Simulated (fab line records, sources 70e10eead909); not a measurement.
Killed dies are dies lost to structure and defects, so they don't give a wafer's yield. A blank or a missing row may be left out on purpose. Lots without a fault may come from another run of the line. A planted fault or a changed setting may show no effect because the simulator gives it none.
Problem report in the 8D (eight disciplines) form, filled by code | flow nand_harc | the parts of the form that need people (team, actions taken, sign-off) are left out

1. THE PROBLEM
oes_product_au at NHARC_A_WL_FILL_ETCHBACK_04 reads a mean of 1.239 a.u. on 3 wafers of 3 lots; wafers without a fault read 0.998 a.u. with a standard deviation of 0.0065. That is +37 standard deviations from the usual mean.
The step: etches the open film in NF3, target depth 60 nm, time 120 s.
First seen on wafer L514.4, day 25 10:20, on rie_metal-03. The record holds 39 wafers of 13 lots with a number at this step. Rule for "out", or "out of limits": more than 4 standard deviations from the usual mean. The other wafers with a number count as sound.

2. WHAT IT IS AND WHAT IT IS NOT
question                    | is                     | is not
which readings at this step | oes_product_au         | drypump_motor_current_A
which lots                  | L514, L515, L516       | L502, L505, L506, L508, L511, L512, L522, L523, L524, L525
which wafers of those lots  | L514.4, L515.4, L516.4 | L514.2, L514.3, L515.2, L515.3, L516.3, L516.6
read on which tools         | rie_metal-03           | rie_metal-01, rie_metal-02
when                        | from day 25 10:20      | up to then (20 sound wafers); but 16 sound wafers of L515, L516, L522, L523, L524, L525 came after

3. SUSPECTS, AND WHAT RULES EACH OUT
Counting: a tool at a process step up to the reading stays a suspect if it ran every lot that is out. Sound lots after the first of them don't rule it out here, since some wafers of a struck lot are sound.
- rie_metal-03 at NHARC_A_WL_FILL_ETCHBACK_04 (etches the open film in NF3, target depth 60 nm, time 120 s): kept. It ran every lot that is out, first L514 (day 25 10:20); its last sound lot up to then is L511 (day 24 20:20). Its own readings are out on those wafers: oes_product_au.
Left after counting: rie_metal-03 at NHARC_A_WL_FILL_ETCHBACK_04.

4. THE CAUSE (what the simulator had put in)
Process parameter drift: rie_metal-03, from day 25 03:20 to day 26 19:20, at NHARC_A_WL_FILL_ETCHBACK_04. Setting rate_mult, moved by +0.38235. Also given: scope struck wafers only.
Counting left only this tool.

5. THE CHAIN OF EFFECTS, in route order
Each row: a reading whose mean over the struck wafers that have a number lies more than 3 standard deviations from the usual. Only readings for which the record gives a usual standard deviation are gone through. hours: the time from each lot's start at the first step in this table that gives one to its start at this step, as a median over the lots. sigmas: the change in usual standard deviations.
hours | step                        | reading        | usual      | on struck wafers | change | sigmas
0     | NHARC_A_WL_FILL_ETCHBACK_04 | oes_product_au | 0.998 a.u. | 1.239            | +0.241 | +37
The process steps in it:
- NHARC_A_WL_FILL_ETCHBACK_04: etches the open film in NF3, target depth 60 nm, time 120 s.

6. WHAT WOULD HAVE CAUGHT IT SOONER
In this record the first reading out of limits was taken at day 25 10:20, 7 hours after the fault began at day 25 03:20.
